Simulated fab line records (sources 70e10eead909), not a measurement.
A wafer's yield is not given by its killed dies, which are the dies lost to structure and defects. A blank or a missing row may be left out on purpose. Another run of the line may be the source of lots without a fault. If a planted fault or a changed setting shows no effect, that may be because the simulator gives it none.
Chamber matching    flow nand_harc    pecvd-04 running NHARC_A_CONTACT_DEP_29: 3 sister chambers
The step deposits SiON, target thk 100 nm. 20 wafers are shown with their chamber, then 10 later ones without.

== WAFERS PAIRED WITH THEIR CHAMBERS ==
wafer   chamber  heater_power_outer_w (W)  heater_power_w (W)
L074.1  2        365                       625
L074.2  0        483                       797
L074.6  2        362                       622
L077.1  2        319                       551
L077.5  0        476                       757
L077.6  2        337                       562
L076.2  1        395                       664
L076.3  2        412                       660
L076.4  1        389                       681
L080.1  2        403                       674
L080.4  2        404                       676
L080.6  1        425                       709
L081.1  0        545                       867
L081.3  1        420                       692
L081.6  1        423                       703
L082.1  1        426                       717
L082.2  2        344                       588
L082.4  1        413                       727
L090.1  1        421                       709
L090.3  0        457                       748

SIGNATURES, as means of the wafers listed above
reading               chamber 0  chamber 1  chamber 2  scatter within a chamber
heater_power_outer_w  490.25     414.00     368.25     28.9
heater_power_w        792.25     700.25     619.75     41
Rule: for a wafer and a chamber, the distance is found by dividing, reading by reading, the gap between the wafer's reading and the chamber's mean by the reading's scatter, squaring, summing and taking the root. The wafer belongs to the nearest chamber; if the next one is less than 2 further off, it can't be placed. The scatter: the root of (the sum of the squares of (reading less its chamber's mean) over the shown wafers, divided by (wafers less chambers)).

== WAFERS WITHOUT THEIR CHAMBER ==
wafer   heater_power_outer_w (W)  heater_power_w (W)
L090.5  451                       761
L095.1  384                       648
L095.2  521                       829
L095.5  528                       839
L093.1  446                       723
L093.5  437                       731
L093.6  528                       832
L097.1  468                       774
L097.2  424                       726
L097.4  389                       641

== EACH ONE'S CHAMBER ==
wafer    from the rows above       in truth
L090.5   can't be placed: 0 or 1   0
L095.1   can't be placed: 2 or 1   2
L095.2   0                         0
L095.5   0                         0
L093.1   can't be placed: 1 or 0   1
L093.5   can't be placed: 1 or 0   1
L093.6   0                         0
L097.1   can't be placed: 0 or 1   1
L097.2   1                         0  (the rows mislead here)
L097.4   can't be placed: 2 or 1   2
Placed correctly: 3 of 10. These rows do not allow placing 6 (true chamber among the candidates in 6). Number placed wrongly: 1.
